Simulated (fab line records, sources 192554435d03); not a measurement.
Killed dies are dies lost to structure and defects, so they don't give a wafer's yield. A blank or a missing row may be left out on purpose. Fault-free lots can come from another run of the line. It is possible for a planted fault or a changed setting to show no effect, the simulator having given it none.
Which tool did it?	flow n5 finfet	22 lots with 66 wafers sampled at 6 steps, on a route of 1938 steps

== WHAT EACH GAUGE READ, for each wafer ==
The record lacks any reading of a measuring or inspecting step that a usual standard deviation could be used to judge.

== EACH LOT AND THE TOOL THAT RAN IT (in order: tool; ch and the chambers of the sampled wafers; start) ==
lot	N5_SDB_HM_DEP_00	N5_HKMG_FIN_STRIP_34	N5_HKMG_FIN_ETCH_35	N5_HKMG_FIN_STRIP_92	N5_HKMG_FIN_ETCH_86	N5_HKMG_FIN_ALD_72
L074	pecvd-01 ch 0,1,2, day 3 17:14	rie diel-06 ch 0,1,2, day 4 03:00	rie diel-06 ch 0,1,2, day 4 03:01	rie diel-06 ch 0,1,2, day 4 03:10	rie diel-02 ch 0,1,3, day 4 04:22	cvd w-02 ch 0,1, day 4 06:42
L075	pecvd-01 ch 0,2, day 3 20:49	rie diel-06 ch 0,2, day 4 06:55	rie diel-06 ch 0,2, day 4 06:56	rie diel-06 ch 0,2, day 4 07:05	rie diel-02 ch 1,2,3, day 4 07:59	cvd w-01 ch 0,1, day 4 10:15
L076	pecvd-04 ch 0,1, day 4 13:58	rie diel-02 ch 0,2,3, day 5 00:36	rie diel-02 ch 0,2,3, day 5 00:37	rie diel-02 ch 0,2,3, day 5 00:46	rie diel-06 ch 0,3, day 5 01:39	cvd w-01 ch 0,1, day 5 03:52
L077	pecvd-03 ch 0,2, day 4 18:01	rie diel-05 ch 0,1, day 5 04:26	rie diel-05 ch 0,1, day 5 04:27	rie diel-05 ch 0,1, day 5 04:36	rie diel-05 ch 0,1,2, day 5 05:29	cvd w-02 ch 0,1, day 5 07:40
L078	pecvd-03 ch 1,2, day 4 23:56	rie diel-05 ch 0,2, day 5 10:32	rie diel-05 ch 0,2, day 5 10:33	rie diel-05 ch 0,2, day 5 10:42	rie diel-06 ch 0,1, day 5 11:34	cvd w-01 ch 0,1, day 5 13:56
L079	pecvd-03 ch 0,2, day 5 03:27	rie diel-02 ch 0,2, day 5 13:40	rie diel-02 ch 0,2, day 5 13:41	rie diel-02 ch 0,2, day 5 13:50	rie diel-05 ch 0,1,2, day 5 14:42	cvd w-02 ch 0,1, day 5 16:55
L080	pecvd-01 ch 0,1, day 5 06:11	rie diel-05 ch 1,2,3, day 5 16:17	rie diel-05 ch 1,2,3, day 5 16:18	rie diel-05 ch 1,2,3, day 5 16:26	rie diel-02 ch 0,1,2, day 5 17:19	cvd w-01 ch 0,1, day 5 19:36
L081	pecvd-04 ch 0,2, day 5 14:36	rie diel-06 ch 0,1,3, day 6 00:25	rie diel-06 ch 0,1,3, day 6 00:26	rie diel-06 ch 0,1,3, day 6 00:35	rie diel-06 ch 1,2,3, day 6 01:28	cvd w-02 ch 0,1, day 6 04:05
L084	pecvd-03 ch 0,1,2, day 6 07:48	rie diel-02 ch 2,3, day 6 17:26	rie diel-02 ch 2,3, day 6 17:28	rie diel-02 ch 2,3, day 6 17:37	rie diel-06 ch 1,2,3, day 6 18:36	cvd w-01 ch 0,1, day 6 20:48
L085	pecvd-01 ch 1, day 6 19:58	rie diel-05 ch 0,2,3, day 7 06:08	rie diel-05 ch 0,2,3, day 7 06:09	rie diel-05 ch 0,2,3, day 7 06:17	rie diel-06 ch 0,2,3, day 7 07:13	cvd w-02 ch 0,1, day 7 09:27
L086	pecvd-03 ch 0,1,2, day 6 21:02	rie diel-05 ch 0,1,3, day 7 07:21	rie diel-05 ch 0,1,3, day 7 07:22	rie diel-05 ch 0,1,3, day 7 07:31	rie diel-06 ch 0,1,2, day 7 08:26	cvd w-01 ch 0,1, day 7 10:56
L087	pecvd-04 ch 0,1,2, day 7 02:13	rie diel-05 ch 1,3, day 7 12:56	rie diel-05 ch 1,3, day 7 12:58	rie diel-05 ch 1,3, day 7 13:07	rie diel-05 ch 0,1, day 7 13:59	cvd w-01 ch 0,1, day 7 16:10
L088	pecvd-03 ch 0,2, day 7 09:23	rie diel-06 ch 2,3, day 7 20:36	rie diel-06 ch 2,3, day 7 20:37	rie diel-06 ch 2,3, day 7 20:46	rie diel-05 ch 0,1, day 7 21:53	cvd w-01 ch 0,1, day 8 00:07
L089	pecvd-04 ch 1,2, day 7 09:44	rie diel-06 ch 0,2,3, day 7 22:17	rie diel-06 ch 0,2,3, day 7 22:18	rie diel-06 ch 0,2,3, day 7 22:27	rie diel-05 ch 1,3, day 7 23:54	cvd w-02 ch 0,1, day 8 02:07
L090	pecvd-03 ch 0,1,2, day 7 21:31	rie diel-06 ch 0,1,3, day 8 09:31	rie diel-06 ch 0,1,3, day 8 09:32	rie diel-06 ch 0,1,3, day 8 09:41	rie diel-05 ch 2,3, day 8 10:37	cvd w-01 ch 0,1, day 8 13:10
L091	pecvd-04 ch 0,1, day 8 03:05	rie diel-02 ch 0,2,3, day 8 14:28	rie diel-02 ch 0,2,3, day 8 14:29	rie diel-02 ch 0,2,3, day 8 14:38	rie diel-02 ch 1,2, day 8 15:31	cvd w-01 ch 0,1, day 8 17:50
L092	pecvd-04 ch 0,2, day 8 10:59	rie diel-02 ch 0,1,2, day 8 20:57	rie diel-02 ch 0,1,2, day 8 20:58	rie diel-02 ch 0,1,2, day 8 21:07	rie diel-02 ch 0,1,3, day 8 22:02	cvd w-01 ch 1, day 9 00:15
L093	pecvd-04 ch 1,2, day 8 15:20	rie diel-06 ch 0,3, day 9 01:26	rie diel-06 ch 0,3, day 9 01:27	rie diel-06 ch 0,3, day 9 01:36	rie diel-06 ch 1,3, day 9 02:32	cvd w-01 ch 0,1, day 9 04:48
L094	pecvd-04 ch 0,1,2, day 8 19:30	rie diel-06 ch 0,2,3, day 9 07:23	rie diel-06 ch 0,2,3, day 9 07:24	rie diel-06 ch 0,2,3, day 9 07:33	rie diel-06 ch 0,1,3, day 9 08:28	cvd w-01 ch 0,1, day 9 10:38
L095	pecvd-01 ch 0,2, day 8 23:22	rie diel-05 ch 2,3, day 9 09:56	rie diel-05 ch 2,3, day 9 09:58	rie diel-05 ch 2,3, day 9 10:07	rie diel-06 ch 0,3, day 9 10:59	cvd w-02 ch 0,1, day 9 13:10
L096	pecvd-03 ch 0,1,2, day 9 08:00	rie diel-06 ch 0,2,3, day 9 17:46	rie diel-06 ch 0,2,3, day 9 17:47	rie diel-06 ch 0,2,3, day 9 17:56	rie diel-02 ch 0,1, day 9 18:50	cvd w-02 ch 0,1, day 9 21:01
L097	pecvd-03 ch 1,2, day 9 10:13	rie diel-05 ch 0,1,3, day 9 20:32	rie diel-05 ch 0,1,3, day 9 20:33	rie diel-05 ch 0,1,3, day 9 20:42	rie diel-02 ch 0,1,2, day 9 21:34	cvd w-02 ch 0, day 9 23:44
- N5_SDB_HM_DEP_00: deposits SiNx from SiH4/NH3/N2, target thk 40 nm, time 35.3 s.
- N5_HKMG_FIN_STRIP_34: strips in CF4.
- N5_HKMG_FIN_ETCH_35: etches SOC in N2/H2, target depth 215.8 nm, time 243.4 s.
- N5_HKMG_FIN_STRIP_92: strips SOC in N2/H2, time 20 s.
- N5_HKMG_FIN_ETCH_86: etches SOC in N2/H2, stops on TiN, target depth 393.2 nm.
- N5_HKMG_FIN_ALD_72: deposits W, target thk 2 nm, pulse time 1 s, purge time 2 s.

== AS READ BY THE TOOLS THEMSELVES (means over the sampled wafers that have a number; for cases with no such wafer, the mark the record gives instead) ==
N5_SDB_HM_DEP_00.
lot	tool	heater power outer w (W)	heater power w (W)	showerhead plenum p Torr (Torr)	throttle valve pct (%)
L074	pecvd-01	432	787	5.12	39.6
L075	pecvd-01	419	768	5.14	37.1
L076	pecvd-04	512	831	5.07	41.8
L077	pecvd-03	502	767	5.11	39.5
L078	pecvd-03	436	697	5.11	38.8
L079	pecvd-03	484	762	5.12	39.3
L080	pecvd-01	475	825	5.08	42.5
L081	pecvd-04	519	831	5.10	40.6
L084	pecvd-03	432	709	5.11	38.5
L085	pecvd-01	470	806	5.08	45.8
L086	pecvd-03	461	742	5.10	38.6
L087	pecvd-04	514	836	5.11	40.6
L088	pecvd-03	432	685	5.12	39.9
L089	pecvd-04	599	962	5.13	39.3
L090	pecvd-03	469	727	5.10	38.7
L091	pecvd-04	551	881	5.09	41.9
L092	pecvd-04	514	830	5.09	40.8
L093	pecvd-04	607	971	5.12	40.7
L094	pecvd-04	562	916	5.11	40.5
L095	pecvd-01	460	814	5.15	37.1
L096	pecvd-03	476	765	5.11	38.7
L097	pecvd-03	479	785	5.09	37.9

N5_HKMG_FIN_STRIP_34.
lot	tool	drypump motor current A (A)	oes product au (a.u.)	rf vpp V (V)	showerhead plenum p Torr (Torr)	throttle valve pct (%)
L074	rie diel-06	5.9	0.75	272.2	1.83	13.66
L075	rie diel-06	6.1	0.75	271.4	1.80	13.71
L076	rie diel-02	5.9	0.80	271.6	1.83	13.74
L077	rie diel-05	6.0	0.84	272.7	1.82	13.59
L078	rie diel-05	5.1	0.76	272.0	1.84	13.50
L079	rie diel-02	5.6	0.78	272.0	1.82	13.81
L080	rie diel-05	5.5	0.81	272.3	1.86	13.42
L081	rie diel-06	5.9	0.75	270.7	1.82	13.73
L084	rie diel-02	5.6	0.75	271.9	1.80	13.88
L085	rie diel-05	5.3	0.78	272.2	1.85	13.50
L086	rie diel-05	5.7	0.81	272.0	1.83	13.56
L087	rie diel-05	6.0	0.83	272.2	1.84	13.50
L088	rie diel-06	5.6	0.80	271.5	1.81	13.56
L089	rie diel-06	5.9	0.76	272.0	1.80	13.67
L090	rie diel-06	5.9	0.73	271.1	1.81	13.78
L091	rie diel-02	5.8	0.77	272.1	1.82	13.80
L092	rie diel-02	6.0	0.75	272.3	1.81	13.67
L093	rie diel-06	5.9	0.77	270.6	1.79	13.73
L094	rie diel-06	5.9	0.76	271.4	1.79	13.70
L095	rie diel-05	5.3	0.77	272.6	1.87	13.40
L096	rie diel-06	5.9	0.75	271.8	1.79	13.70
L097	rie diel-05	5.7	0.78	273.3	1.83	13.62

N5_HKMG_FIN_ETCH_35.
lot	tool	drypump motor current A (A)	oes product au (a.u.)	rf vpp V (V)	showerhead plenum p Torr (Torr)	throttle valve pct (%)
L074	rie diel-06	5.9	0.76	142.4	2.58	17.91
L075	rie diel-06	6.1	0.76	141.5	2.55	18.04
L076	rie diel-02	5.8	0.81	141.7	2.60	18.08
L077	rie diel-05	6.0	0.86	142.4	2.57	17.91
L078	rie diel-05	5.1	0.77	142.1	2.62	17.70
L079	rie diel-02	5.6	0.79	141.9	2.59	18.08
L080	rie diel-05	5.5	0.82	142.5	2.63	17.71
L081	rie diel-06	5.9	0.76	141.8	2.57	18.01
L084	rie diel-02	5.6	0.76	141.7	2.55	18.16
L085	rie diel-05	5.3	0.79	142.6	2.62	17.71
L086	rie diel-05	5.7	0.82	141.8	2.60	17.81
L087	rie diel-05	6.0	0.84	142.2	2.60	17.84
L088	rie diel-06	5.6	0.81	141.2	2.56	17.89
L089	rie diel-06	5.9	0.77	142.5	2.55	18.01
L090	rie diel-06	5.9	0.74	142.2	2.56	18.03
L091	rie diel-02	5.8	0.78	142.9	2.59	18.12
L092	rie diel-02	6.0	0.76	142.0	2.58	17.99
L093	rie diel-06	5.9	0.78	142.6	2.54	18.07
L094	rie diel-06	5.9	0.76	142.1	2.54	18.03
L095	rie diel-05	5.3	0.78	142.9	2.65	17.65
L096	rie diel-06	5.9	0.76	141.9	2.54	18.04
L097	rie diel-05	5.7	0.80	141.6	2.59	17.87

N5_HKMG_FIN_STRIP_92.
lot	tool	drypump motor current A (A)	oes product au (a.u.)	rf vpp V (V)	showerhead plenum p Torr (Torr)	throttle valve pct (%)
L074	rie diel-06	5.9	0.76	54.1	3.41	19.0
L075	rie diel-06	6.1	0.77	54.2	3.36	19.4
L076	rie diel-02	5.9	0.81	55.6	3.44	19.3
L077	rie diel-05	6.0	0.85	54.8	3.40	19.2
L078	rie diel-05	5.1	0.77	54.2	3.46	18.9
L079	rie diel-02	5.6	0.79	53.7	3.42	19.1
L080	rie diel-05	5.5	0.82	54.4	3.48	19.0
L081	rie diel-06	5.9	0.76	53.9	3.40	19.1
L084	rie diel-02	5.6	0.77	55.0	3.36	19.4
L085	rie diel-05	5.3	0.79	54.0	3.46	18.9
L086	rie diel-05	5.7	0.83	54.9	3.43	19.0
L087	rie diel-05	6.0	0.84	53.8	3.44	19.2
L088	rie diel-06	5.6	0.81	53.8	3.39	19.1
L089	rie diel-06	5.9	0.77	54.8	3.37	19.3
L090	rie diel-06	5.9	0.74	53.5	3.39	19.2
L091	rie diel-02	5.8	0.79	53.8	3.42	19.3
L092	rie diel-02	6.0	0.76	54.5	3.41	19.1
L093	rie diel-06	5.9	0.78	54.4	3.36	19.4
L094	rie diel-06	5.9	0.77	54.3	3.36	19.3
L095	rie diel-05	5.3	0.78	54.0	3.50	18.9
L096	rie diel-06	5.9	0.77	53.5	3.36	19.3
L097	rie diel-05	5.7	0.79	54.2	3.41	19.0

N5_HKMG_FIN_ETCH_86.
lot	tool	drypump motor current A (A)	oes product au (a.u.)	rf vpp V (V)	showerhead plenum p Torr (Torr)	throttle valve pct (%)
L074	rie diel-02	6.2	0.80	241.4	2.61	17.92
L075	rie diel-02	5.8	0.74	240.1	2.54	17.96
L076	rie diel-06	6.2	0.77	240.3	2.54	18.09
L077	rie diel-05	5.6	0.80	241.6	2.60	17.77
L078	rie diel-06	5.9	0.72	241.5	2.60	17.93
L079	rie diel-05	5.5	0.80	241.4	2.59	17.78
L080	rie diel-02	6.0	0.77	241.5	2.59	17.91
L081	rie diel-06	5.6	0.78	241.8	2.59	17.79
L084	rie diel-06	5.6	0.78	241.4	2.59	17.82
L085	rie diel-06	5.9	0.77	241.8	2.55	17.94
L086	rie diel-06	5.9	0.73	241.3	2.57	17.92
L087	rie diel-05	5.7	0.79	240.7	2.56	17.90
L088	rie diel-05	6.0	0.81	240.7	2.56	17.92
L089	rie diel-05	6.0	0.83	241.8	2.60	17.82
L090	rie diel-05	5.3	0.78	241.9	2.65	17.60
L091	rie diel-02	5.5	0.71	240.8	2.52	18.00
L092	rie diel-02	6.2	0.77	240.7	2.59	17.95
L093	rie diel-06	5.7	0.77	241.6	2.58	17.90
L094	rie diel-06	5.9	0.73	241.5	2.56	18.01
L095	rie diel-06	6.2	0.73	241.2	2.53	18.14
L096	rie diel-02	6.4	0.74	240.8	2.58	17.82
L097	rie diel-02	6.0	0.75	240.8	2.58	17.96

N5_HKMG_FIN_ALD_72.
lot	tool	heater power outer w (W)	heater power w (W)	precursor pulse height rel
L074	cvd w-02	263	486	1.030
L075	cvd w-01	278	458	1.006
L076	cvd w-01	280	467	0.995
L077	cvd w-02	261	473	1.001
L078	cvd w-01	291	492	0.988
L079	cvd w-02	264	481	1.020
L080	cvd w-01	280	461	1.007
L081	cvd w-02	278	492	0.991
L084	cvd w-01	277	465	0.996
L085	cvd w-02	280	493	1.002
L086	cvd w-01	291	497	0.992
L087	cvd w-01	292	487	1.002
L088	cvd w-01	290	486	1.013
L089	cvd w-02	257	481	1.006
L090	cvd w-01	283	489	0.985
L091	cvd w-01	283	467	0.980
L092	cvd w-01	302	514	1.012
L093	cvd w-01	281	474	0.997
L094	cvd w-01	283	467	1.003
L095	cvd w-02	282	498	1.003
L096	cvd w-02	262	487	1.009
L097	cvd w-02	240	472	1.001

== THE ANSWER, worked out from the rows above alone ==
Rule: usual is defined by the lots themselves. The widest of any qualifying gaps counts: lots, ordered by their means at a reading, are off when they make up no more than a third of the lots, leave a main group of 4 or more, and stand apart from it by 3 or more times the standard deviation of that group's means. The tables above print the reading to a certain number of digits; a main group whose means all agree to those digits is not used. A lot without any number at a reading at which 4 lots or more have one is off too. Where the step has rows for the other lots, those lots are counted as sound. Order of review: gauges by route order, followed by the tools' own readings, for which a lot's mean as printed above is used. At the first step where some lot is off, the reading lying furthest off is the one used; lots without a number count as furthest.
None of the lots is off at any reading shown; this tells nothing.

== WHAT THE SIMULATOR HAD INSERTED ==
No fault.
